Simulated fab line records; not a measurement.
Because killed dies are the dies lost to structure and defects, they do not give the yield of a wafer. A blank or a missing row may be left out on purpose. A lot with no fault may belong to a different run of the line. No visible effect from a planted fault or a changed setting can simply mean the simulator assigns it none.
Struck lot and sound lot, side by side | flow n5_finfet | 37 out of 1938 route steps
Sound: the wafers L389.2, L389.4, L389.5. Struck: wafers L404.1, L404.3. (L404.4 of the same lot was not struck and is left out.) The cause comes at the end.
Order at every step that has rows: each side's tool, ch and its chambers, its first start. Under that, the readings that differ: sound wafers | struck wafers | difference of the means | sigmas: that difference in standard deviations of wafers without a fault.
alike: words and numbers the same on both sides, and readings whose means are apart by under 2 such deviations; not compared: readings that were withheld, readings missing a value for some wafer, numbers with overlapping values and no deviation given by the record, and bounds like >300 which may hide the same value.
The two part at a step that has a row with sigmas, a row that says differs or no value, or rows on one side only. Non-overlapping numbers with no deviation appear without sigmas and do not part them. A reading missing from all wafers of one side parts the sides only when that side holds two or more wafers.

first, 9 steps without rows for these wafers: N5_BEOL_M13_PRE_CLEAN_42 (time 30 s); N5_BEOL_M13_SPUTTER_43 (material TaN, target thk 15 nm, time 24.19 s); N5_BEOL_M13_SPUTTER_44 (material Ta, target thk 10 nm, time 16.13 s); N5_BEOL_M13_SPUTTER_45 (material Cu, target thk 80 nm, time 13.33 s); N5_BEOL_M13_ECD_47 (material Cu, target thk 936 nm); N5_BEOL_M13_ANNEAL_48 (time 90 s); N5_BEOL_M13_CMP_49 (polishes, stops on SiOC, t overpolish 17.1 s, target thk 420 nm); N5_BEOL_M13_PRE_CLEAN_52 (time 15 s); N5_BEOL_M13_DEP_53 (deposits SiCN from 3MS/NH3, target thk 50 nm, time 17.8 s).
N5_BEOL_M14_ILD_DEP_00: deposits SiO2 from TEOS/O2, target thk 1119.3 nm, time 237.4 s.
  sound on pecvd-04 ch 0,2, day 10 13:40; struck on pecvd-04 ch 1,2, day 14 23:30
  reading                                       | sound             | struck      | difference                    | sigmas
  rf_fwd_power_W (W)                            | 896.5 893.6 904.2 | - -         | no value on the struck wafers |
  run_length_s (s)                              | 279.8 279.9 280.1 | 170.8 169.3 | -109.9                        | -99 or more
  model.SiO2_of_BEOL_M14_ILD_DEP_00.thk_nm (nm) | 1125 1143 1139    | 621 620     | -515                          |
  alike: heater_power_w, showerhead_plenum_p_Torr, throttle_valve_pct
  not compared: since_wet_clean_h
N5_BEOL_M14_THK_MEAS_01:
  sound on film_metro-01 at day 10 13:52; struck on film_metro-01 at day 14 23:41
  reading          | sound          | struck  | difference | sigmas
  M14_ILD_THK (nm) | 1124 1144 1138 | 621 620 | -515       | -34
then, 10 steps without rows for these wafers: N5_BEOL_M14_COAT_58 (time 60 s, resist thk 89 nm); N5_BEOL_M14_COAT_04 (resist thk 800 nm); N5_BEOL_M14_EBR_06; N5_BEOL_M14_SOFTBAKE_05 (time 60 s); N5_BEOL_M14_EXPOSE_07 (exposes mask V13); N5_BEOL_M14_PEB_08 (peb time 90 s); N5_BEOL_M14_DEVELOP_09 (develop time 45 s); N5_BEOL_M14_HARDBAKE_14 (time 120 s); N5_BEOL_M14_DESCUM_15 (chemistry O2, time 7.9 s); N5_BEOL_M14_ETCH_59 (etches BARC in N2/H2, target depth 89 nm, overetch 26.7 nm, time 67.9 s).
N5_BEOL_M14_VIA_ETCH_16: etches SiO2 in C4F8/O2/Ar, target depth 1231.3 nm.
  sound on rie_diel-03 ch 1,2,3, day 10 14:20; struck on rie_diel-03 ch 2,3, day 15 00:13
  reading                                    | sound             | struck      | difference | sigmas
  model.etch.depth_nm (nm)                   | 1125 1143 1139    | 621.1 619.9 | -515.2     |
  model.coat_of_BEOL_M14_COAT_04.thk_nm (nm) | 450.6 442.8 442.8 | 570.6 571.4 | +125.6     |
  alike: drypump_motor_current_A, mfc_ar_sccm, oes_product_au, rf_fwd_power_W, rf_vpp_V, showerhead_plenum_p_Torr, throttle_valve_pct
then, 13 steps without rows for these wafers: N5_BEOL_M14_STRIP_63 (strips in O2); N5_BEOL_M14_STRIP_64 (strips in O2); N5_BEOL_M14_STRIP_71 (strips in post etch residue remover, time 60 s); N5_BEOL_M14_SRD_72 (time 30 s, dry time 30 s); N5_BEOL_M14_COAT_65 (time 60 s, resist thk 450 nm); N5_BEOL_M14_COAT_66 (time 60 s, resist thk 110 nm); N5_BEOL_M14_COAT_22 (resist thk 300 nm); N5_BEOL_M14_EBR_24; N5_BEOL_M14_SOFTBAKE_23 (time 60 s); N5_BEOL_M14_EXPOSE_25 (exposes mask M14, target cd 280 nm); N5_BEOL_M14_PEB_26 (peb time 90 s); N5_BEOL_M14_DEVELOP_27 (develop time 45 s); N5_BEOL_M14_HARDBAKE_32 (time 120 s).
N5_BEOL_M14_CMP_49: polishes, stops on SiO2, t overpolish 5.2 s, target thk 560 nm.
  sound on cmp-04 ch 0,3, day 10 17:32; struck on cmp-04 ch 0,2, day 15 02:53
  reading                                       | sound          | struck  | difference | sigmas
  model.SiO2_of_BEOL_M14_ILD_DEP_00.thk_nm (nm) | 1045 1061 1058 | 542 541 | -513       |
  alike: motor_current_A, platen_rpm
  not compared: pad_life_wafers
N5_PASSIVATION_PROBE_49:
  only the struck wafers here have rows in the record (prober-01, day 16 00:31); the sound ones have none

== WHERE THEY PART ==
At N5_BEOL_M14_ILD_DEP_00 first; at N5_PASSIVATION_PROBE_49 last (within this record only).

WHY: whatever the simulator had introduced
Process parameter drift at N5_BEOL_M14_ILD_DEP_00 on pecvd-04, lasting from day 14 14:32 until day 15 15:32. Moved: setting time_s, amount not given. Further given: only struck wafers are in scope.
